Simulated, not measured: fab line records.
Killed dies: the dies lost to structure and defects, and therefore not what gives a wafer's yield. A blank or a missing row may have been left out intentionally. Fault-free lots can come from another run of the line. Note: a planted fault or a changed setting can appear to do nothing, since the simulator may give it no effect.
Matching of chambers :: flow nand_harc :: ald_hk-03 running NHARC_A_CHANNEL_FILL_D1_ALD_02: 4 sister chambers
The step deposits SiO2, target thk 6 nm, pulse time 10 s, ald cycles 60. 8 wafers are shown with their chamber, then 9 later ones without.

## WAFERS, EACH WITH ITS CHAMBER
wafer: L080.5
chamber: 3
heater_power_w (W): 507
precursor_pulse_height_rel: 1.006

wafer: L081.6
chamber: 2
heater_power_w (W): 425
precursor_pulse_height_rel: 0.971

wafer: L086.1
chamber: 0
heater_power_w (W): 379
precursor_pulse_height_rel: 0.977

wafer: L086.2
chamber: 2
heater_power_w (W): 444
precursor_pulse_height_rel: 0.981

wafer: L086.4
chamber: 1
heater_power_w (W): 437
precursor_pulse_height_rel: 0.981

wafer: L091.1
chamber: 3
heater_power_w (W): 505
precursor_pulse_height_rel: 1.044

wafer: L091.2
chamber: 1
heater_power_w (W): 405
precursor_pulse_height_rel: 1.007

wafer: L091.3
chamber: 0
heater_power_w (W): 391
precursor_pulse_height_rel: 1.031

## WAFERS WITHOUT THEIR CHAMBER
wafer: L092.1
heater_power_w (W): 441
precursor_pulse_height_rel: 0.990

wafer: L092.4
heater_power_w (W): 427
precursor_pulse_height_rel: 0.995

wafer: L092.5
heater_power_w (W): 447
precursor_pulse_height_rel: 1.018

wafer: L093.2
heater_power_w (W): 506
precursor_pulse_height_rel: 0.990

wafer: L093.4
heater_power_w (W): 391
precursor_pulse_height_rel: 1.004

wafer: L093.6
heater_power_w (W): 428
precursor_pulse_height_rel: 0.996

wafer: L097.1
heater_power_w (W): 429
precursor_pulse_height_rel: 0.998

wafer: L097.4
heater_power_w (W): 395
precursor_pulse_height_rel: 1.031

wafer: L097.5
heater_power_w (W): 388
precursor_pulse_height_rel: 1.007

## EACH ONE'S CHAMBER
wafer: L092.1
from the rows above: can't be placed: 2 or 1
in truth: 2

wafer: L092.4
from the rows above: can't be placed: 1 or 2
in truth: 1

wafer: L092.5
from the rows above: can't be placed: 2 or 1
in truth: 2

wafer: L093.2
from the rows above: 3
in truth: 3

wafer: L093.4
from the rows above: can't be placed: 0 or 1
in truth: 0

wafer: L093.6
from the rows above: can't be placed: 1 or 2
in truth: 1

wafer: L097.1
from the rows above: can't be placed: 1 or 2
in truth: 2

wafer: L097.4
from the rows above: can't be placed: 0 or 1
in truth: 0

wafer: L097.5
from the rows above: 0
in truth: 0
2 of 9 placed correctly. From these rows, 7 cannot be placed; in 7 the true chamber is one of the candidates. Placed wrongly: 0.
How it was worked out, from the rows above alone: a wafer's distance from a chamber is the root of the sum, over the readings, of the square of ((its reading less the chamber's mean) divided by the reading's scatter). If the next closest chamber is less than 2 further off than the closest, the wafer can't be placed; otherwise it belongs to the closest. A chamber's mean is the mean of its shown wafers. How the scatter is found: for the shown wafers, subtract from each reading the mean of its chamber, square and add these, divide the total by (wafers less chambers), then take the root.
